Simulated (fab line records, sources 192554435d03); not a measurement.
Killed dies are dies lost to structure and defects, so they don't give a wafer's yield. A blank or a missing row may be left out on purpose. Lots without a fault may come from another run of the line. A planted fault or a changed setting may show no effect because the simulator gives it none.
fab line records | flow n5_finfet
record lots=6 wafers=18 last_day=17
route steps=1938 shown BEOL_M11@1548 PASSIVATION@1936
lots that met no fault: from a run of the same line without faults
start_h: hours from the record's first day to the start of the lot's first wafer shown | wait_h: hours since the lot's step before | " the same as in the row above | L1.1+2: a row that stands for several wafers | - no value, or no start given | * or withheld: withheld | < > ~ a bound
route shown NAME@n: a module of which the file shows steps, and the number in the route of the first | usual: mean/standard deviation of fault-free wafers | same: alike in all rows | chamber/n: place in a boat | sites: the reading at each site | _std_site: their standard deviation | _edge_site: outer sites' mean less inner sites' | radius_mm: how far each site lies from the wafer's centre | mask NAME#n: copy n | behind: the tool/chamber that last shaped the wafer | hold: why the lot was held/for how many hours/how that ended | device: the transistor (n, p or np) that didn't switch | end of line: the same wafers' tests at the end of the route | a step without rows: its recipe alone | killed: dies lost to structure and defects at the first sort, not the wafer's yield | map: a wafer's dies, x killed, . not, _ none there
set.NAME: the setting as run; set.NAME@STEP: as run at that earlier step | model.NAME: the simulator's own value behind a step, which no gauge read
lots at some steps of the route; a table a step, a row a wafer
services: from which hour (start_h, from the record's first day; less than 0 if before it) a tool's chamber was out of use, for how many hours, and why
## steps
# step N5_BEOL_M11_DEVELOP_10
# recipe develop_time_s=30 developer=TMAH resist=CAR-ArF rinse_liquid=diw dry=air_spin dev_temp_c=23
# step N5_BEOL_M11_CD_MEAS_11
# recipe target_cd_nm=64.1 landing_energy_ev=500 detector=se_inlens polarity=opening
# usual cd_nm=63.9/0.68
# same landing_energy_ev=500
# columns lot.wafer tool chamber start_h wait_h cd_nm
L672.1 cd_sem-02 0 244.27 - 63.8
L672.4 " 0 " " 63.7
L672.6 " 0 " " 64.2
L681.2 cd_sem-01 0 304.64 - 64.5
L681.3 " 0 " " 62.5
L681.6 " 0 " " 63.6
L682.2 cd_sem-02 0 314.00 - 63.6
L682.4 " 0 " " 63.3
L682.5 " 0 " " 63.3
L685.1 cd_sem-01 0 322.23 - 63.1
L685.4 " 0 " " 63.6
L685.6 " 0 " " 63.7
L690.1 cd_sem-03 0 358.81 - 63.6
L690.3 " 0 " " 64.7
L690.5 " 0 " " 64.8
L691.1 cd_sem-03 0 361.87 - 64.4
L691.5 " 0 " " 64.2
L691.6 " 0 " " 63.0
# step N5_BEOL_M11_OVL_MEAS_12
# recipe points_per_wafer=44
# usual M11_OVL=0.2/0.69
# columns lot.wafer tool chamber start_h wait_h M11_OVL[nm]
L672.1 overlay-02 0 244.30 0.0 -0.5
L672.4 " 0 " " -0.7
L672.6 " 0 " " -0.3
L681.2 overlay-01 0 304.67 0.0 0.9
L681.3 " 0 " " 0.7
L681.6 " 0 " " 1.0
L682.2 overlay-01 0 314.03 0.0 0.8
L682.4 " 0 " " 0.2
L682.5 " 0 " " 0.2
L685.1 overlay-01 0 322.26 0.0 0.2
L685.4 " 0 " " 0.1
L685.6 " 0 " " 0.6
L690.1 overlay-02 0 358.84 0.0 0.4
L690.3 " 0 " " 0.8
L690.5 " 0 " " 0.0
L691.1 overlay-01 0 361.90 0.0 0.4
L691.5 " 0 " " 0.1
L691.6 " 0 " " 0.6
# step N5_BEOL_M11_INSPECT_13
# recipe mode=adi inspect_instrument=brightfield
# usual raw_defect_count=387/89
# columns lot.wafer tool chamber start_h wait_h raw_defect_count
L672.1 defect_inspect-01 - 244.33 0.0 325
L672.4 " - " " 310
L672.6 " - " " 241
L681.2 defect_inspect-01 - 304.70 0.0 339
L681.3 " - " " 417
L681.6 " - " " 425
L682.2 defect_inspect-01 - 314.06 0.0 300
L682.4 " - " " 353
L682.5 " - " " 398
L685.1 defect_inspect-02 - 322.28 0.0 388
L685.4 " - " " 308
L685.6 " - " " 351
L690.1 defect_inspect-01 - 358.86 0.0 409
L690.3 " - " " 387
L690.5 " - " " 425
L691.1 defect_inspect-02 - 361.92 0.0 541
L691.5 " - " " 406
L691.6 " - " " 430
# step N5_BEOL_M11_DESCUM_16
# recipe chemistry=O2 time_s=7.9 source_power_w=50 bias_power_w=20 pressure_mtorr=20 rf_frequency_hz=2.712e+07 temp_c=40 resist=CAR-ArF o2_flow_sccm=225
# usual drypump_motor_current_A=5.5/0.41 o2_flow_sccm=225.0/0.65 oes_product_au=0.77/0.06 rf_vpp_V=243.2/1.4 showerhead_plenum_p_Torr=2.09/0.08 throttle_valve_pct=20.35/0.19
# columns lot.wafer tool chamber start_h wait_h drypump_motor_current_A o2_flow_sccm oes_product_au rf_hours_counter_h rf_vpp_V showerhead_plenum_p_Torr throttle_valve_pct
L672.1 rie_diel-02 0 244.36 0.0 5.0 225.8 0.72 189 243.4 2.09 20.51
L672.4 " 1 " " 6.1 224.7 0.76 165 242.8 1.98 20.03
L672.6 " 3 " " 5.5 224.1 0.74 - 244.0 2.16 20.36
L681.2 rie_diel-05 1 305.01 0.3 5.8 224.5 0.83 78 242.6 2.13 20.62
L681.3 " 3 " " 5.2 224.4 0.79 85 244.3 2.12 20.44
L681.6 " 1 " " 5.8 224.7 0.83 - 244.1 2.13 20.61
L682.2 rie_diel-02 0 314.09 0.0 5.0 225.3 0.72 211 243.0 2.08 20.55
L682.4 " 3 " " 5.4 224.4 0.71 189 243.5 2.15 20.39
L682.5 " 0 " " 5.0 224.4 0.71 - 243.5 2.08 20.56
L685.1 rie_diel-02 2 322.44 0.2 5.9 225.0 0.69 243 243.3 2.04 20.56
L685.4 " 0 " " 5.0 224.9 0.71 213 240.9 2.08 20.55
L685.6 " 0 " " 5.0 225.5 0.71 - 243.7 2.08 20.54
L690.1 rie_diel-02 0 359.13 0.3 5.0 223.5 0.70 225 242.3 2.08 20.57
L690.3 " 1 " " 6.1 223.7 0.74 202 243.8 1.97 20.08
L690.5 " 0 " " 5.0 225.2 0.70 - 243.8 2.08 20.57
L691.1 rie_diel-06 1 361.96 0.0 4.7 225.9 0.88 28 243.3 2.05 20.16
L691.5 " 0 " " 5.7 225.4 0.85 - 242.9 2.10 20.13
L691.6 " 3 " " 5.9 224.1 0.75 - 240.1 1.91 20.15
# step N5_BEOL_M11_ETCH_61
# recipe chemistry=CF4 target=SiARC target_depth_a=390 mask_material=CAR-ArF time_s=65 ion_energy_ev=80 pressure_mtorr=40 source_w=545 bias_w=36 Ar_flow_sccm=100 cf4_flow_sccm=100 ends=cleared
# usual drypump_motor_current_A=5.5/0.41 etch_rf_on_time_s=65.1/1.8 oes_product_au=0.66/0.053 rf_vpp_V=184.3/1.3 showerhead_plenum_p_Torr=2.14/0.068 throttle_valve_pct=15.54/0.12
# columns lot.wafer tool chamber start_h wait_h drypump_motor_current_A etch_rf_on_time_s oes_product_au rf_hours_counter_h rf_vpp_V showerhead_plenum_p_Torr throttle_valve_pct
L672.1 rie_diel-02 0 244.40 0.0 5.0 65.6 0.62 189 184.2 2.13 15.65
L672.4 " 1 " " 6.0 64.3 0.65 165 182.2 2.06 15.41
L672.6 " 3 " " 5.5 64.5 0.63 - 185.6 2.21 15.61
L681.2 rie_diel-05 1 305.04 0.0 5.8 65.5 0.71 78 185.7 2.18 15.62
L681.3 " 3 " " 5.2 69.6 0.67 85 183.5 2.15 15.44
L681.6 " 1 " " 5.9 66.3 0.71 - 184.1 2.18 15.61
L682.2 rie_diel-02 0 314.12 0.0 5.0 64.9 0.61 211 185.1 2.12 15.70
L682.4 " 3 " " 5.5 65.7 0.61 189 185.9 2.20 15.64
L682.5 " 0 " " 5.0 64.6 0.61 - 183.2 2.12 15.70
L685.1 rie_diel-02 2 322.48 0.0 5.9 68.7 0.58 243 184.5 2.08 15.73
L685.4 " 0 " " 5.0 65.2 0.61 213 184.3 2.12 15.70
L685.6 " 0 " " 5.1 65.0 0.60 - 183.5 2.12 15.68
L690.1 rie_diel-02 0 359.16 0.0 5.1 65.3 0.59 225 184.1 2.12 15.71
L690.3 " 1 " " 6.0 63.9 0.63 202 182.9 2.05 15.50
L690.5 " 0 " " 5.1 65.1 0.60 - 182.8 2.12 15.69
L691.1 rie_diel-06 1 361.99 0.0 4.7 64.8 0.76 28 185.3 2.10 15.38
L691.5 " 0 " " 5.7 65.2 0.72 - 184.5 2.17 15.46
L691.6 " 3 " " 5.9 62.7 0.64 - 182.9 1.98 15.47
# step N5_BEOL_M11_ETCH_62
# recipe chemistry=N2/H2 target=SOC target_depth_a=1100 overetch_a=220 mask_material=SiARC temp_c=40 time_s=165 ion_energy_ev=200 pressure_mtorr=30 source_w=840 bias_w=150 n2_flow_sccm=200 h2_flow_sccm=200
# usual drypump_motor_current_A=5.5/0.41 oes_product_au=0.66/0.05 rf_vpp_V=523.8/2.7 showerhead_plenum_p_Torr=2.54/0.1 throttle_valve_pct=17.77/0.23
# columns lot.wafer tool chamber start_h wait_h drypump_motor_current_A oes_product_au rf_hours_counter_h rf_vpp_V showerhead_plenum_p_Torr throttle_valve_pct
L672.1 rie_diel-02 0 244.45 0.0 5.0 0.62 189 522.3 2.51 17.67
L672.4 " 1 " " 6.0 0.65 165 519.6 2.41 17.48
L672.6 " 3 " " 5.5 0.62 - 526.2 2.66 18.08
L681.2 rie_diel-05 1 305.09 0.0 5.9 0.71 78 525.2 2.59 18.15
L681.3 " 3 " " 5.2 0.69 85 526.0 2.59 17.97
L681.6 " 1 " " 5.9 0.71 - 524.6 2.59 18.11
L682.2 rie_diel-02 0 314.17 0.0 5.0 0.61 211 523.0 2.50 17.72
L682.4 " 3 " " 5.5 0.61 190 526.6 2.65 18.11
L682.5 " 0 " " 5.1 0.60 - 523.2 2.50 17.72
L685.1 rie_diel-02 2 322.53 0.0 5.9 0.60 243 522.3 2.49 17.98
L685.4 " 0 " " 5.0 0.61 213 523.9 2.50 17.74
L685.6 " 0 " " 5.0 0.61 - 521.9 2.50 17.72
L690.1 rie_diel-02 0 359.21 0.0 5.0 0.60 225 523.9 2.49 17.72
L690.3 " 1 " " 6.1 0.62 202 519.5 2.40 17.55
L690.5 " 0 " " 5.0 0.60 - 522.3 2.49 17.74
L691.1 rie_diel-06 1 362.04 0.0 4.7 0.74 28 523.1 2.47 17.39
L691.5 " 0 " " 5.7 0.71 - 524.5 2.58 17.60
L691.6 " 3 " " 5.9 0.63 - 517.8 2.31 17.50
# step N5_BEOL_M11_STRIP_68
# recipe chemistry=N2/H2 temp_c=40 n2_flow_sccm=200 h2_flow_sccm=200 rf_frequency_hz=6e+07
# step N5_BEOL_M11_STRIP_67
# recipe chemistry=CF4 resist=SiARC power_w=300 bias_power_w=75 pressure_mtorr=50 cf4_flow_sccm=150 rf_frequency_hz=6e+07
# usual drypump_motor_current_A=5.5/0.41 oes_product_au=0.78/0.059 rf_vpp_V=271.2/1.5 showerhead_plenum_p_Torr=1.79/0.056 throttle_valve_pct=13.51/0.12
# columns lot.wafer tool chamber start_h wait_h drypump_motor_current_A oes_product_au rf_hours_counter_h rf_vpp_V showerhead_plenum_p_Torr throttle_valve_pct
L672.1 rie_diel-02 0 244.59 0.0 5.1 0.73 189 271.9 1.78 13.61
L672.4 " 1 " " 6.0 0.76 165 268.7 1.72 13.40
L672.6 " 3 " " 5.5 0.73 - 272.5 1.84 13.57
L681.2 rie_diel-05 1 305.24 0.0 5.8 0.84 78 270.8 1.81 13.50
L681.3 " 3 " " 5.2 0.82 85 271.4 1.80 13.40
L681.6 " 1 " " 5.8 0.84 - 272.9 1.81 13.51
L682.2 rie_diel-02 0 314.32 0.0 5.0 0.71 211 270.8 1.77 13.65
L682.4 " 3 " " 5.4 0.72 190 271.4 1.84 13.62
L682.5 " 0 " " 5.0 0.71 - 272.1 1.77 13.66
L685.1 rie_diel-02 2 322.67 0.0 5.9 0.70 243 269.9 1.74 13.70
L685.4 " 0 " " 5.1 0.71 213 271.4 1.77 13.66
L685.6 " 0 " " 5.1 0.71 - 270.9 1.77 13.66
L690.1 rie_diel-02 0 359.36 0.0 5.0 0.70 225 270.8 1.77 13.70
L690.3 " 1 " " 6.0 0.73 202 267.9 1.71 13.49
L690.5 " 0 " " 5.0 0.70 - 269.1 1.77 13.69
L691.1 rie_diel-06 1 362.19 0.0 4.7 0.89 28 269.3 1.77 13.33
L691.5 " 0 " " 5.7 0.84 - 271.9 1.82 13.42
L691.6 " 3 " " 5.9 0.74 - 267.4 1.66 13.45
# step N5_BEOL_M11_HM_OPEN_17
# recipe chemistry=Cl2/BCl3 target_depth_a=200 overetch_a=60 target=TiN mask_material=SOC ion_energy_ev=150 pressure_mtorr=10 icp_w=1000 bias_w=126 Cl2_flow_sccm=53.25 bcl3_flow_sccm=21.75 Ar_flow_sccm=25
# usual drypump_motor_current_A=5.8/0.55 oes_product_au=0.66/0.087 throttle_valve_pct=22.32/0.1
# columns lot.wafer tool chamber start_h wait_h drypump_motor_current_A oes_product_au rf_hours_counter_h throttle_valve_pct
L672.1 rie_metal-01 0 244.63 0.0 5.4 0.69 38 22.30
L672.4 " 1 " " 5.5 0.55 - 22.28
L672.6 " 0 " " 5.4 0.69 - 22.28
L681.2 rie_metal-03 0 305.28 0.0 5.2 0.66 40 22.18
L681.3 " 1 " " 6.6 0.65 - 22.35
L681.6 " 1 " " 6.6 0.64 - 22.37
L682.2 rie_metal-03 1 314.36 0.0 6.6 0.64 50 22.38
L682.4 " 0 " " 5.2 0.66 - 22.19
L682.5 " 0 " " 5.2 0.66 - 22.17
L685.1 rie_metal-02 1 322.71 0.0 6.4 0.72 16 22.50
L685.4 " 0 " " 5.5 0.85 - 22.28
L685.6 " 0 " " 5.5 0.84 - 22.26
L690.1 rie_metal-03 1 359.40 0.0 6.6 0.64 55 22.36
L690.3 " 0 " " 5.2 0.65 - 22.17
L690.5 " 1 " " 6.6 0.63 - 22.37
L691.1 rie_metal-03 1 362.23 0.0 6.6 0.63 56 22.37
L691.5 " 0 " " 5.3 0.65 - 22.17
L691.6 " 1 " " 6.6 0.62 - 22.41
# step N5_BEOL_M11_STRIP_19
# recipe chemistry=O2 power_w=400 temp_c=40 pressure_mtorr=30 rf_frequency_hz=6e+07 bias_power_w=0 overash_fraction=0.2 o2_flow_sccm=225
# step N5_BEOL_M11_CD_MEAS_18
# recipe pitch_nm=140 target_cd_nm=70
# usual cd_nm=69.9/0.8
# columns lot.wafer tool chamber start_h wait_h cd_nm
L672.1 cd_sem-03 - 244.81 0.0 70.0
L672.4 " - " " 70.1
L672.6 " - " " 69.0
L681.2 cd_sem-02 - 305.59 0.1 69.7
L681.3 " - " " 68.9
L681.6 " - " " 69.4
L682.2 cd_sem-03 - 314.58 0.1 69.5
L682.4 " - " " 68.6
L682.5 " - " " 70.3
L685.1 cd_sem-01 - 322.90 0.0 68.2
L685.4 " - " " 70.0
L685.6 " - " " 70.1
L690.1 cd_sem-03 - 359.58 0.0 69.8
L690.3 " - " " 71.3
L690.5 " - " " 70.6
L691.1 cd_sem-03 - 362.45 0.0 71.0
L691.5 " - " " 70.1
L691.6 " - " " 68.5
# step N5_BEOL_M11_COAT_63
# recipe resist=SOC temp_c=250 time_s=60 spin_rpm=1500 resist_thk_nm=100
# usual dispense_pressure_kPa=51/4 heater_power_total_W=500.6/1.8 plate_temp_C=250.01/0.15
# columns lot.wafer tool chamber start_h wait_h dispense_pressure_kPa heater_power_total_W plate_temp_C
L672.1 litho_track-05 0 245.86 1.0 51 498.6 249.79
L672.4 " 0 " " 51 500.8 249.92
L672.6 " 0 " " 51 498.2 249.96
L681.2 litho_track-02 0 305.63 0.0 47 501.3 250.19
L681.3 " 0 " " 47 501.7 250.13
L681.6 " 0 " " 47 502.5 249.93
L682.2 litho_track-02 0 314.61 0.0 47 517.5 256.08
L682.4 " 0 " " 47 513.7 255.93
L682.5 " 0 " " 47 516.4 255.93
L685.1 litho_track-02 0 324.15 1.3 47 515.4 255.85
L685.4 " 0 " " 47 512.2 256.05
L685.6 " 0 " " 47 517.5 256.08
L690.1 litho_track-05 0 360.29 0.7 51 500.3 250.01
L690.3 " 0 " " 51 497.8 249.96
L690.5 " 0 " " 52 499.7 250.20
L691.1 litho_track-03 0 363.97 1.5 56 502.8 249.74
L691.5 " 0 " " 56 497.3 249.90
L691.6 " 0 " " 56 500.4 249.92
# step N5_BEOL_M11_COAT_64
# recipe resist=SiARC temp_c=220 time_s=60 spin_rpm=1500 resist_thk_nm=30
# step N5_PASSIVATION_PROBE_49
# usual defect_limited_yield=91.4/1.6 killed_at_M0_to_M3=31/11 killed_at_M4_up=14/5.7 killed_at_contacts=12/6 killed_at_front_end=41/13 killed_at_other=3.3/2.8 killed_dies=101/19 killed_open=67/14 killed_short=33/8.2 sort_bin_5_function=5.0/1.1 sort_bin_6_memory=3.3/0.74 sort_bin_8_speed=0.0/0.36 sort_n_pass=1078/20 sort_yield_pct=91.3/1.7
# same gross_dies=1180 killed_at_back_side=0 sort_bin_4_leakage[%]=0
# columns lot.wafer tool chamber start_h wait_h defect_limited_yield[%] killed_at_M0_to_M3 killed_at_M4_up killed_at_contacts killed_at_front_end killed_at_other killed_dies killed_open killed_short sort_bin_5_function[%] sort_bin_6_memory[%] sort_bin_8_speed[%] sort_n_pass sort_yield_pct[%]
L672.1 prober-02 - 295.69 0.0 90.9 37 16 8 42 4 107 68 39 6.1 2.5 0 1073 90.9
L672.4 prober-02 - 295.84 0.2 92.7 18 18 13 32 5 86 62 24 4.2 3.0 4.3 1043 88.4
L672.6 prober-02 - 295.94 0.3 92.5 18 14 6 48 3 89 56 30 4.2 2.7 0 1091 92.5
L681.2 prober-01 - 354.82 0.1 90.3 32 22 13 44 4 115 89 25 6.1 3.3 0 1065 90.3
L681.3 prober-01 - 354.87 0.1 92.0 23 20 10 32 9 94 60 31 4.7 2.9 0 1086 92.0
L681.6 prober-01 - 355.02 0.3 92.1 41 14 12 23 3 93 60 32 4.1 3.6 0 1087 92.1
L682.2 prober-02 - 360.31 0.1 91.2 36 6 17 37 8 104 68 36 5.5 3.1 0 1076 91.2
L682.4 prober-02 - 360.41 0.2 90.8 24 27 10 37 10 108 67 39 5.0 3.8 0 1072 90.8
L682.5 prober-02 - 360.46 0.2 91.1 35 20 13 32 5 105 65 38 5.3 3.3 0 1075 91.1
L685.1 prober-01 - 371.93 0.0 89.9 23 18 15 61 2 119 85 31 5.0 4.6 0 1061 89.9
L685.4 prober-01 - 372.08 0.2 93.6 23 5 9 38 0 75 55 18 4.3 1.8 0 1105 93.6
L685.6 prober-01 - 372.18 0.3 92.3 20 14 19 36 2 91 68 23 4.2 3.1 0 1089 92.3
L690.1 prober-02 - 405.17 0.0 90.3 35 10 17 51 1 114 72 42 5.7 3.9 0 1066 90.3
L690.3 prober-02 - 405.27 0.1 93.6 26 10 5 34 1 76 52 23 3.9 2.4 0 1104 93.6
L690.5 prober-02 - 405.37 0.2 90.9 27 10 13 57 0 107 74 32 5.8 2.9 0 1073 90.9
L691.1 prober-01 - 417.12 0.0 92.2 20 15 23 33 1 92 57 34 4.4 3.1 0 1088 92.2
L691.5 prober-01 - 417.32 0.2 90.0 25 17 17 51 8 118 79 37 5.8 4.0 0 1062 90.0
L691.6 prober-01 - 417.37 0.3 88.7 32 26 12 57 6 133 90 43 5.4 5.6 0 1047 88.7
# killed by level:class
L672.1 BEOL_M0_SAQP:geometric_particle:open=18 BEOL_M0_SAQP:geometric_particle:short=12 BEOL_M4:geometric_particle:open=8 FIN_SAQP:geometric_particle:open=7 DUMMY_GATE:geometric_particle:open=6 MOL_CONTACT_COAG:geometric_particle:open=6 STI_FIN_REVEAL:geometric_particle:open=5 GATE_CUT:geometric_particle:short=5
L672.4 FIN_SAQP:geometric_particle:open=11 MOL_CONTACT_COAG:geometric_particle:open=10 BEOL_M4:geometric_particle:open=6 BEOL_M3:geometric_particle:open=5 ILD0:geometric_particle:open=4 STARTING-WAFER:geometric_particle:short=4 FIN_SAQP:geometric_particle:short=3 STI_FIN_REVEAL:geometric_particle:open=3
L672.6 STI_FIN_REVEAL:geometric_particle:open=16 FIN_SAQP:geometric_particle:short=5 STI_FIN_REVEAL:geometric_particle:short=5 MOL_CONTACT_COAG:geometric_particle:open=5 BEOL_M0_SAQP:geometric_particle:short=5 FIN_SAQP:geometric_particle:open=4 BEOL_M4:geometric_particle:open=4 BEOL_M0_SAQP:geometric_particle:open=3
L681.2 STI_FIN_REVEAL:geometric_particle:open=26 BEOL_M4:geometric_particle:open=11 MOL_CONTACT_COAG:geometric_particle:open=10 BEOL_M3:geometric_particle:open=9 BEOL_M0_SAQP:geometric_particle:open=6 BEOL_M1:geometric_particle:open=6 FIN_SAQP:geometric_particle:short=5 DUMMY_GATE:geometric_particle:open=4
L681.3 BEOL_M4:geometric_particle:open=12 BEOL_M3:geometric_particle:open=9 FIN_SAQP:geometric_particle:short=7 STI_FIN_REVEAL:geometric_particle:open=7 MOL_CONTACT_COAG:geometric_particle:open=7 BEOL_M1:geometric_particle:open=5 FIN_SAQP:geometric_particle:open=4 MIM_TOP_ETCH:geometric_particle:short=4
L681.6 BEOL_M0_SAQP:geometric_particle:short=9 BEOL_M1:geometric_particle:open=9 MOL_CONTACT_COAG:geometric_particle:open=8 STI_FIN_REVEAL:geometric_particle:open=6 BEOL_M0_SAQP:geometric_particle:open=6 BEOL_M2:geometric_particle:open=6 BEOL_M4:geometric_particle:open=6 FIN_SAQP:geometric_particle:open=5
L682.2 MOL_CONTACT_COAG:geometric_particle:open=14 FIN_SAQP:geometric_particle:short=10 STI_FIN_REVEAL:geometric_particle:open=8 BEOL_M0_SAQP:geometric_particle:short=8 BEOL_M0_SAQP:geometric_particle:open=6 BEOL_M0:geometric_particle:open=6 BEOL_M3:geometric_particle:open=6 BEOL_M1:geometric_particle:open=5
L682.4 BEOL_M4:geometric_particle:open=11 MOL_CONTACT_COAG:geometric_particle:open=9 BEOL_M0_SAQP:geometric_particle:short=7 FIN_SAQP:geometric_particle:open=6 SPACER0:geometric_particle:open=5 BEOL_M4:geometric_particle:short=5 DUMMY_GATE:geometric_particle:open=4 BEOL_M2:geometric_particle:short=4
L682.5 BEOL_M0_SAQP:geometric_particle:short=10 MOL_CONTACT_COAG:geometric_particle:open=8 BEOL_M0_SAQP:geometric_particle:open=7 BEOL_M4:geometric_particle:open=6 FIN_SAQP:geometric_particle:open=5 BEOL_M3:geometric_particle:open=5 SPACER0:geometric_particle:short=5 MOL_CONTACT_COAG:geometric_particle:short=5
L685.1 FIN_SAQP:geometric_particle:open=15 MOL_CONTACT_COAG:geometric_particle:open=13 STI_FIN_REVEAL:geometric_particle:open=13 FIN_SAQP:geometric_particle:short=10 BEOL_M3:geometric_particle:open=8 STI_FIN_REVEAL:geometric_particle:short=7 BEOL_M4:geometric_particle:open=6 BEOL_M0:geometric_particle:open=4
L685.4 FIN_SAQP:geometric_particle:open=12 BEOL_M3:geometric_particle:open=12 STI_FIN_REVEAL:geometric_particle:open=7 MOL_CONTACT_COAG:geometric_particle:open=7 BEOL_M3:geometric_particle:short=4 GATE_CUT:geometric_particle:open=4 FIN_SAQP:geometric_particle:short=3 BEOL_M0_SAQP:geometric_particle:open=3
L685.6 MOL_CONTACT_COAG:geometric_particle:open=17 STI_FIN_REVEAL:geometric_particle:open=16 BEOL_M3:geometric_particle:open=7 FIN_SAQP:geometric_particle:open=5 FIN_SAQP:geometric_particle:short=4 BEOL_M0_SAQP:geometric_particle:short=4 BEOL_M4:geometric_particle:open=4 DUMMY_GATE:geometric_particle:open=3
L690.1 FIN_SAQP:geometric_particle:open=16 MOL_CONTACT_COAG:geometric_particle:open=15 BEOL_M0_SAQP:geometric_particle:short=15 FIN_SAQP:geometric_particle:short=13 BEOL_M0_SAQP:geometric_particle:open=10 STI_FIN_REVEAL:geometric_particle:open=5 BEOL_M3:geometric_particle:open=5 ILD0:geometric_particle:open=3
L690.3 FIN_SAQP:geometric_particle:open=17 BEOL_M2:geometric_particle:open=8 FIN_SAQP:geometric_particle:short=5 BEOL_M0_SAQP:geometric_particle:short=5 BEOL_M0_SAQP:geometric_particle:open=4 BEOL_M1:geometric_particle:open=3 MOL_CONTACT_COAG:geometric_particle:open=3 BEOL_M4:geometric_particle:open=3
L690.5 FIN_SAQP:geometric_particle:open=14 MOL_CONTACT_COAG:geometric_particle:open=12 FIN_SAQP:geometric_particle:short=11 BEOL_M0_SAQP:geometric_particle:open=9 STI_FIN_REVEAL:geometric_particle:open=8 BEOL_M0_SAQP:geometric_particle:short=8 BEOL_M4:geometric_particle:open=6 BEOL_M3:geometric_particle:open=5
L691.1 MOL_CONTACT_COAG:geometric_particle:open=16 FIN_SAQP:geometric_particle:open=8 MOL_CONTACT_COAG:geometric_particle:short=7 STARTING-WAFER:geometric_particle:short=6 BEOL_M4:geometric_particle:open=5 BEOL_M7:geometric_particle:open=5 BEOL_M1:geometric_particle:open=4 BEOL_M0_SAQP:geometric_particle:short=4
L691.5 MOL_CONTACT_COAG:geometric_particle:open=15 STI_FIN_REVEAL:geometric_particle:open=13 FIN_SAQP:geometric_particle:open=12 BEOL_M4:geometric_particle:open=10 BEOL_M0_SAQP:geometric_particle:short=8 FIN_SAQP:geometric_particle:short=6 STARTING-WAFER:geometric_particle:open=6 PASS1_CAP:geometric_particle:short=4
L691.6 FIN_SAQP:geometric_particle:open=18 MOL_CONTACT_COAG:geometric_particle:open=11 STI_FIN_REVEAL:geometric_particle:open=11 BEOL_M0_SAQP:geometric_particle:open=8 BEOL_M4:geometric_particle:open=7 FIN_SAQP:geometric_particle:short=6 BEOL_M0_SAQP:geometric_particle:short=6 BEOL_M4:geometric_particle:short=6
## services
# columns tool chamber start_h hours kind
rie_diel-05 0 221.63 2.8 repair
litho_track-02 - 233.31 - consumable_replace:filter
rie_diel-06 1 237.52 - clean
rie_diel-06 1 237.52 - consumable_replace:focus_ring
rie_diel-06 1 237.52 21.4 scheduled_down
rie_diel-06 1 237.52 21.4 vent_cycle
rie_diel-06 3 272.94 8.2 repair
rie_diel-05 2 292.50 6.9 repair
rie_metal-02 0 295.84 - clean
rie_metal-02 0 295.84 17.3 scheduled_down
rie_metal-02 0 295.84 17.3 vent_cycle
rie_metal-02 - 318.75 1.4 pm
rie_diel-06 3 335.24 4.3 repair
rie_diel-02 2 345.20 - clean
rie_diel-02 2 345.20 - consumable_replace:focus_ring
rie_diel-02 2 345.20 14.0 scheduled_down
rie_diel-02 2 345.20 14.0 vent_cycle
rie_metal-01 1 347.80 - clean
rie_metal-01 1 347.80 16.4 scheduled_down
rie_metal-01 1 347.80 16.4 vent_cycle
rie_diel-06 1 347.84 8.6 repair
rie_diel-06 - 358.55 0.9 repair
rie_metal-03 - 358.64 0.6 repair
rie_diel-05 1 359.64 5.6 repair
## key
first_sign step=N5_BEOL_M11_COAT_63 reading=plate_temp_C direction=up sigmas=40 usual=* struck=*
effect step=N5_BEOL_M11_COAT_63 reading=heater_power_total_W direction=up sigmas=8.2 usual=* struck=*
met_at N5_BEOL_M11_COAT_63
struck_wafers L682.2,L682.4,L682.5,L685.1,L685.4,L685.6
onset_between 305.63 314.61
fault kind=process_parameter_drift tool=litho_track-02 chamber=- onset_h=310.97 steps=N5_BEOL_M11_COAT_63 channel=temp_c offset=* shape=step end_h=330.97 acts_in=* stated=*
